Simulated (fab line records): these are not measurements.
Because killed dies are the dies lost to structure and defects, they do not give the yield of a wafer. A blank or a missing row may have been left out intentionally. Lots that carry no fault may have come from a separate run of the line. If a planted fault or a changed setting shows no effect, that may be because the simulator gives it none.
fab line records	flow n5_finfet
[record] lots = 6	wafers = 16	last_day = 16
route steps=1938 shown BEOL_M0_SAQP@656 BEOL_M4@1111
lots that met no fault: taken from a fault-free run of the same line
start_h: the number of hours between the record's first day and the start of the first shown wafer of the lot	wait_h: hours since the lot's step before	" same as the row above	L1.1+2: a row that stands for several wafers	- either no value or no given start	* or withheld: withheld	< > ~ a bound
route shown NAME@n: NAME is a module with steps in the file, n the number in the route of the first one	usual: mean and standard deviation over wafers with no fault	same: alike in all rows	chamber/n: place in a boat	sites: readings site by site	_std_site: their standard deviation	_edge_site: the outer-site mean with the inner-site mean subtracted	radius_mm: for every site, how far away it sits from the centre of the wafer	mask NAME#n: copy n	behind: tool/chamber where the wafer was last shaped	hold: reason for holding the lot/hours on hold/outcome of the hold	device: which transistor (n, p or np) failed to switch	end of line: the route-end tests of the same wafers	a step given without rows: its recipe and nothing more	killed: at the first sort, the dies lost to defects and structure; wafer yield is something else	map: the dies of a wafer, with x for killed, . for not killed, _ for no die there
set.NAME: the setting that was run; set.NAME@STEP: the one run at that earlier step	model.NAME: the simulator's own value behind a step, which no gauge read
a table for each step, a row for each wafer; lots at some steps of the route
services: when a tool's chamber went out of use (start_h, in hours from the record's first day, below 0 if earlier), for how many hours, and the reason
[[steps]]
[step N5_BEOL_M0_SAQP_HM_OPEN_112]
[recipe] chemistry = CHF3/O2	target = SiO2	stop_on = a-Si	target_depth_a = 120	over_etch_frac = 1.25	mask_material = SOC	time_s = 13.5	pressure_mtorr = 30	source_w = 650	bias_w = 170	Ar_flow_sccm = 200	CHF3_flow_sccm = 50	O2_flow_sccm = 5	ion_energy_ev = 200	ends = end_point
[usual] O2_flow_sccm = 5.002/0.015	drypump_motor_current_A = 5.7/0.38	oes_product_au = 0.51/0.059	rf_vpp_V = 522/6.5	showerhead_plenum_p_Torr = 2.42/0.064	throttle_valve_pct = 18.82/0.24
[same] over_etch_frac = 1.25
lot.wafer	tool	chamber	start_h	wait_h	O2_flow_sccm	drypump_motor_current_A	oes_product_au	rf_hours_counter_h	rf_vpp_V	showerhead_plenum_p_Torr	throttle_valve_pct
L577.1	rie_diel-01	1	123.76	0.0	5.035	6.4	0.59	19	530	2.38	18.68
L577.4	"	3	"	"	4.998	5.9	0.55	89	519	2.52	18.69
L577.5	"	3	"	"	4.999	5.9	0.55	-	520	2.52	18.69
L578.2	rie_diel-06	1	135.77	0.0	4.999	5.5	0.45	224	530	2.39	18.80
L578.4	"	2	"	"	4.999	5.2	0.48	176	526	2.51	19.14
L578.5	"	3	"	"	5.016	5.5	0.59	-	523	2.46	18.57
L584.1	rie_diel-06	1	166.95	0.0	5.003	5.5	0.44	234	530	2.38	18.81
L584.4	"	3	"	"	4.990	5.5	0.58	28	522	2.46	18.58
L587.3	rie_diel-06	1	189.55	0.0	4.990	5.5	0.43	244	532	2.38	18.83
L587.5	"	3	"	"	4.994	5.5	0.57	-	524	2.45	18.60
L592.1	rie_diel-01	1	214.14	0.0	5.006	6.5	0.56	44	530	2.37	18.73
L592.3	"	3	"	"	5.000	5.9	0.53	111	519	2.51	18.72
L592.5	"	2	"	"	5.004	5.6	0.47	-	520	2.40	18.66
L593.3	rie_diel-06	3	217.25	0.0	4.996	5.5	0.56	49	523	2.45	18.61
L593.4	"	3	"	"	4.991	5.5	0.55	-	524	2.45	18.61
L593.6	"	2	"	"	5.008	5.2	0.46	-	526	2.50	19.16
[step N5_BEOL_M0_SAQP_STRIP_113]
[recipe] chemistry = CHF3/O2	resist = SiARC	rf_frequency_hz = 6e+07
[step N5_BEOL_M0_SAQP_MANDREL_ETCH_20]
[recipe] target_depth_a = 600	chemistry = HBr/Cl2	target = a-Si	stop_on = SiNx	bt_time_s = 10	mask_material = SOC	over_etch_frac = 0.5	time_s = 30	pressure_mtorr = 10	icp_w = 800	bias_w = 75	HBr_flow_sccm = 150	Cl2_flow_sccm = 80	ends = end_point
[usual] drypump_motor_current_A = 5.5/0.36	oes_product_au = 0.776/0.014	throttle_valve_pct = 35.46/0.29
[same] over_etch_frac = 0.5
lot.wafer	tool	chamber	start_h	wait_h	drypump_motor_current_A	oes_product_au	rf_hours_counter_h	throttle_valve_pct
L577.1	rie_si-06	3	123.84	0.0	6.3	0.768	112	35.09
L577.4	"	2	"	"	5.3	0.766	88	35.29
L577.5	"	0	"	"	5.2	0.775	-	36.07
L578.2	rie_si-01	2	135.85	0.0	5.8	0.755	49	35.30
L578.4	"	3	"	"	5.7	0.759	113	35.00
L578.5	"	2	"	"	5.9	0.757	-	35.29
L584.1	rie_si-06	1	167.03	0.0	5.5	0.772	7	35.57
L584.4	"	0	"	"	5.2	0.771	90	36.09
L587.3	rie_si-06	3	189.63	0.0	6.3	0.765	113	35.10
L587.5	"	1	"	"	5.5	0.783	-	35.54
L592.1	rie_si-04	2	214.22	0.0	5.4	0.792	17	35.57
L592.3	"	0	"	"	5.0	0.761	19	35.26
L592.5	"	1	"	"	5.8	0.793	-	35.37
L593.3	rie_si-01	0	217.33	0.0	6.2	0.761	28	35.77
L593.4	"	3	"	"	5.7	0.771	115	34.96
L593.6	"	3	"	"	5.7	0.766	-	34.96
[step N5_BEOL_M0_SAQP_STRIP_86]
[recipe] chemistry = N2/H2	power_w = 500	temp_c = 40	pressure_mtorr = 50	rf_frequency_hz = 6e+07	overash_fraction = 0.3	bias_power_w = 28	h2_frac = 0.5	n2_flow_sccm = 300	h2_flow_sccm = 300
[usual] drypump_motor_current_A = 5.7/0.4	oes_product_au = 0.77/0.09	rf_vpp_V = 121.8/1.4	showerhead_plenum_p_Torr = 3.36/0.097	throttle_valve_pct = 18.95/0.25
lot.wafer	tool	chamber	start_h	wait_h	drypump_motor_current_A	oes_product_au	rf_hours_counter_h	rf_vpp_V	showerhead_plenum_p_Torr	throttle_valve_pct
L577.1	rie_diel-02	1	123.94	0.1	5.2	0.79	142	120.4	3.24	18.68
L577.4	"	2	"	"	5.8	0.73	173	121.9	3.50	19.14
L577.5	"	3	"	"	6.4	0.70	-	122.0	3.31	18.84
L578.2	rie_diel-06	0	135.96	0.1	5.9	0.69	237	120.6	3.30	19.50
L578.4	"	2	"	"	5.2	0.73	176	122.8	3.50	19.15
L578.5	"	0	"	"	5.9	0.69	-	119.6	3.30	19.49
L584.1	rie_diel-06	2	167.27	0.2	5.2	0.72	184	122.4	3.49	19.16
L584.4	"	0	"	"	6.0	0.70	247	120.4	3.29	19.48
L587.3	rie_diel-01	0	189.73	0.1	5.4	0.80	85	122.2	3.37	18.81
L587.5	"	0	"	"	5.4	0.79	-	123.3	3.37	18.82
L592.1	rie_diel-06	2	214.32	0.1	5.2	0.71	203	122.3	3.48	19.21
L592.3	"	0	"	"	6.0	0.96	6	122.0	3.29	19.23
L592.5	"	3	"	"	5.5	0.86	-	121.9	3.38	18.72
L593.3	rie_diel-02	2	217.43	0.1	5.8	0.71	202	121.7	3.48	19.21
L593.4	"	3	"	"	6.4	0.66	236	121.1	3.29	18.89
L593.6	"	3	"	"	6.4	0.67	-	122.0	3.29	18.93
[step N5_BEOL_M0_SAQP_STRIP_115]
[recipe] chemistry = post_etch_residue_remover	time_s = 60	temp_c = 25	remover_ph = withheld	remover_water_wt_pct = withheld	remover_fluoride_wt_pct = withheld
[step N5_BEOL_M0_SAQP_SRD_93]
[recipe] dry = ipa_marangoni	time_s = 30	temp_c = 23	rinse_liquid = diw
[step N5_BEOL_M0_SAQP_RECESS_114]
[recipe] chemistry = HF/NH3	target = SiO2	target_depth_a = 144	afs_cycles = 3	temp_c = 30	sublimation_temp_c = 180	sublimation_time_s = 60
[usual] drypump_motor_current_A = 6.0/0.33
lot.wafer	tool	chamber	start_h	wait_h	drypump_motor_current_A
L577.1	vapor_etch-02	1	124.07	0.0	5.7
L577.4	"	0	"	"	6.4
L577.5	"	0	"	"	6.4
L578.2	vapor_etch-02	0	136.09	0.0	6.4
L578.4	"	0	"	"	6.4
L578.5	"	1	"	"	5.6
L584.1	vapor_etch-01	1	167.41	0.0	6.0
L584.4	"	0	"	"	5.7
L587.3	vapor_etch-01	0	189.98	0.1	5.8
L587.5	"	1	"	"	6.0
L592.1	vapor_etch-01	1	214.45	0.0	6.0
L592.3	"	1	"	"	6.0
L592.5	"	1	"	"	6.0
L593.3	vapor_etch-02	0	217.68	0.1	6.4
L593.4	"	1	"	"	5.7
L593.6	"	1	"	"	5.6
[step N5_BEOL_M0_SAQP_SPACER1_ALD_98]
[recipe] material = SiO2	target_thk_a = 128	temp_c = 300	ald_precursor_family = BDEAS	ald_co_reactant = O2-plasma	pulse_time_s = 1	purge_time_s = 2	co_reactant_purge_time_s = 2	ald_cycles = 138	pressure_torr = 2
[step N5_BEOL_M0_SAQP_SPACER1_ETCHBACK_99]
[recipe] chemistry = CHF3/O2	mode = anisotropic_etchback	target = SiO2	target_depth_a = 154	time_s = 7.7	pressure_mtorr = 30	source_w = 650	bias_w = 170	Ar_flow_sccm = 200	CHF3_flow_sccm = 50	O2_flow_sccm = 5	ion_energy_ev = 200
[usual] O2_flow_sccm = 5.000/0.015	drypump_motor_current_A = 5.8/0.44	oes_product_au = 0.75/0.082	rf_vpp_V = 518/7.7	showerhead_plenum_p_Torr = 2.40/0.07	throttle_valve_pct = 18.90/0.26
lot.wafer	tool	chamber	start_h	wait_h	O2_flow_sccm	drypump_motor_current_A	oes_product_au	rf_hours_counter_h	rf_vpp_V	showerhead_plenum_p_Torr	throttle_valve_pct
L577.1	rie_diel-02	3	124.93	0.3	4.975	6.4	0.68	205	510	2.38	18.93
L577.4	"	0	"	"	4.993	5.9	0.70	215	525	2.30	19.45
L577.5	"	1	"	"	5.010	5.2	0.77	-	508	2.32	18.54
L578.2	rie_diel-01	0	136.95	0.3	5.009	5.3	0.80	74	528	2.44	19.12
L578.4	"	1	"	"	4.981	6.5	0.90	23	531	2.38	18.76
L578.5	"	2	"	"	4.996	5.6	0.73	-	519	2.41	18.70
L584.1	rie_diel-02	3	169.06	0.3	5.000	6.4	0.67	219	509	2.38	18.95
L584.4	"	1	"	"	5.011	5.2	0.76	156	508	2.31	18.55
L587.3	rie_diel-02	2	190.72	0.3	4.992	5.8	0.71	194	518	2.47	18.94
L587.5	"	0	"	"	4.995	5.9	0.70	-	524	2.29	19.50
L592.1	rie_diel-01	1	215.31	0.3	5.016	6.4	0.86	44	530	2.37	18.78
L592.3	"	0	"	"	4.998	5.4	0.79	93	528	2.43	19.16
L592.5	"	0	"	"	5.000	5.3	0.79	-	528	2.43	19.17
L593.3	rie_diel-01	3	218.42	0.3	4.966	5.9	0.79	112	519	2.51	18.80
L593.4	"	2	"	"	4.994	5.6	0.71	192	520	2.40	18.73
L593.6	"	1	"	"	5.008	6.4	0.87	-	530	2.37	18.79
[step N5_BEOL_M0_SAQP_MANDREL1_REMOVE_100]
[recipe] chemistry = HBr/Cl2/O2	bt_time_s = 10	target = a-Si	stop_on = SiNx	endpoint = OES-SiCl	over_etch_frac = 0.85	icp_w = 600	bias_w = 30	HBr_flow_sccm = 150	Cl2_flow_sccm = 80	O2_flow_sccm = 5	pressure_mtorr = 10
[step N5_BEOL_M0_SAQP_CD_MEAS_25]
[recipe] target_cd_nm = 13.1	landing_energy_ev = 1000	detector = se_inlens
[usual] cd_nm = 12.77/0.23
[same] landing_energy_ev = 1000
lot.wafer	tool	chamber	start_h	wait_h	cd_nm
L577.1	cd_sem-01	0	125.12	0.1	12.44
L577.4	"	0	"	"	12.43
L577.5	"	0	"	"	12.65
L578.2	cd_sem-02	0	137.15	0.1	12.77
L578.4	"	0	"	"	12.76
L578.5	"	0	"	"	12.71
L584.1	cd_sem-01	0	169.25	0.1	12.60
L584.4	"	0	"	"	13.04
L587.3	cd_sem-01	0	190.92	0.1	12.50
L587.5	"	0	"	"	12.34
L592.1	cd_sem-02	0	215.51	0.1	12.56
L592.3	"	0	"	"	13.09
L592.5	"	0	"	"	12.80
L593.3	cd_sem-01	0	218.62	0.1	12.90
L593.4	"	0	"	"	12.54
L593.6	"	0	"	"	12.81
[step N5_BEOL_M0_SAQP_ETCH_101]
[recipe] chemistry = CH3F/O2	target = SiNx	mask_material = SiO2	target_depth_a = 299	time_s = 42.7	pressure_mtorr = 30	source_w = 395	bias_w = 73	Ar_flow_sccm = 150	CH3F_flow_sccm = 30	O2_flow_sccm = 20	ion_energy_ev = 120
[step N5_BEOL_M0_SAQP_ETCH_102]
[recipe] chemistry = CF4	target = SiO2	target_depth_a = 40	ion_energy_ev = 350	time_s = 4.4	pressure_mtorr = 10	icp_w = 800	bias_w = 400	cf4_flow_sccm = 80
[usual] drypump_motor_current_A = 5.6/0.33	oes_product_au = 0.997/0.023	throttle_valve_pct = 21.76/0.25
lot.wafer	tool	chamber	start_h	wait_h	drypump_motor_current_A	oes_product_au	rf_hours_counter_h	throttle_valve_pct	model.etch.depth_nm
L577.1	rie_si-01	2	125.27	0.1	5.8	0.985	49	21.64	3.982
L577.4	"	1	"	"	5.5	1.012	-	21.61	4.015
L577.5	"	2	"	"	5.8	0.993	-	21.64	4
L578.2	rie_si-04	3	137.30	0.1	5.4	0.983	134	22.09	3.868
L578.4	"	1	"	"	5.8	1.031	58	21.73	4.018
L578.5	"	1	"	"	5.7	1.037	-	21.73	4.022
L584.1	rie_si-01	0	169.40	0.1	6.2	0.841	27	22.18	3.073
L584.4	"	2	"	"	5.8	0.982	50	21.66	3.987
L587.3	rie_si-01	2	191.06	0.1	5.8	1.000	50	21.67	4.035
L587.5	"	0	"	"	6.2	0.842	-	22.18	3.114
L592.1	rie_si-06	3	215.73	0.1	6.3	0.968	113	21.45	3.813
L592.3	"	2	"	"	5.3	0.995	90	21.63	4.024
L592.5	"	0	"	"	5.2	0.985	-	22.21	3.957
L593.3	rie_si-06	1	218.84	0.1	5.5	0.965	8	21.59	3.788
L593.4	"	0	"	"	5.2	0.986	91	22.21	3.93
L593.6	"	2	"	"	5.3	0.996	-	21.64	4.026
[step N5_BEOL_M0_SAQP_MANDREL_ETCH_103]
[recipe] chemistry = HBr/Cl2	target = a-Si	target_depth_a = 450	bt_time_s = 10	stop_on = SiCN	mask_material = SiO2	over_etch_frac = 0.8	time_s = 27	pressure_mtorr = 10	icp_w = 800	bias_w = 75	HBr_flow_sccm = 150	Cl2_flow_sccm = 80	ends = end_point
[step N5_BEOL_M4_RC_MEAS_101]
[usual] DIBL_N = 36.5/1.8	DIBL_P = 36.5/2.1	IOFF_N = 0.17/0.031	IOFF_P = 0.22/0.036	ION_N = 677/11	ION_P = 463/8	SS_N = 71.6/0.61	SS_P = 73.3/0.63	VT_N = 249/3.1	VT_P = -250/3.3
lot.wafer	tool	chamber	start_h	wait_h	DIBL_N[mV/V]	DIBL_P[mV/V]	IOFF_N[nA/um]	IOFF_P[nA/um]	ION_N[uA/um]	ION_P[uA/um]	SS_N[mV/dec]	SS_P[mV/dec]	VT_N[mV]	VT_P[mV]
L577.1	prober-02	0	182.56	0.0	39.1	39.7	0.20	0.22	688	466	71.6	74.0	247	-250
L577.4	"	0	"	"	38.0	38.9	0.18	0.21	693	463	72.3	74.4	246	-253
L577.5	"	0	"	"	40.0	40.0	0.21	0.24	696	470	71.4	74.2	241	-251
L578.2	prober-01	0	189.63	0.2	33.7	32.9	0.11	0.16	671	462	70.7	72.9	255	-256
L578.4	"	0	"	"	37.3	36.3	0.16	0.20	679	460	71.9	73.5	249	-250
L578.5	"	0	"	"	35.8	35.9	0.14	0.19	685	463	71.2	73.6	252	-251
L584.1	prober-01	0	236.67	0.0	36.4	35.0	0.18	0.20	679	454	71.9	72.7	246	-252
L584.4	"	0	"	"	37.2	35.3	0.17	0.21	667	444	72.1	73.7	250	-249
L587.3	prober-02	0	247.75	0.3	36.5	37.7	0.17	0.20	686	466	71.3	72.8	247	-253
L587.5	"	0	"	"	38.4	38.9	0.19	0.23	684	464	72.9	74.0	248	-251
L593.3	prober-02	0	274.69	0.3	35.1	35.4	0.16	0.24	679	476	71.7	71.9	248	-245
L593.4	"	0	"	"	36.8	37.8	0.19	0.28	698	484	71.9	73.7	244	-242
L593.6	"	0	"	"	38.2	40.1	0.24	0.35	709	494	72.1	73.6	243	-240
L592.1	prober-02	0	277.34	0.0	40.0	39.8	0.21	0.25	674	458	72.4	74.4	246	-246
L592.3	"	0	"	"	36.5	34.6	0.13	0.19	649	454	71.9	72.9	254	-251
L592.5	"	0	"	"	38.7	38.6	0.17	0.23	680	468	72.4	73.4	249	-248
[[services]]
tool	chamber	start_h	hours	kind
rie_diel-01	1	107.72	3.6	repair
rie_si-01	0	120.85	14.7	repair
vapor_etch-02	1	124.84	0.8	repair
vapor_etch-02	0	141.99	2.5	repair
rie_si-04	0	157.49	14.8	repair
rie_diel-06	2	162.47	4.1	repair
rie_si-06	-	164.10	0.5	repair
rie_diel-01	-	165.45	15.6	pm
rie_diel-06	0	175.79	-	clean
rie_diel-06	0	175.79	-	consumable_replace:focus_ring
rie_diel-06	0	175.79	25.3	scheduled_down
rie_diel-06	0	175.79	25.3	vent_cycle
rie_diel-06	1	206.38	-	clean
rie_diel-06	1	206.38	-	consumable_replace:focus_ring
rie_diel-06	1	206.38	20.7	scheduled_down
rie_diel-06	1	206.38	20.7	vent_cycle
[[key]]
[first_sign] step = N5_BEOL_M0_SAQP_ETCH_102	reading = oes_product_au	direction = down	sigmas = 6.8	usual = 0.997	struck = 0.842
effect none on later readings
[model_effect] step = N5_BEOL_M0_SAQP_ETCH_102	value = etch.depth_nm	without = 4.01	struck = 3.093
met_at N5_BEOL_M0_SAQP_ETCH_102
struck_wafers L584.1,L587.5
[fault] kind = process_parameter_drift	tool = rie_si-01	chamber = 0	onset_h = 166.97	steps = N5_BEOL_M0_SAQP_ETCH_102	channel = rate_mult	offset = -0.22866	shape = step
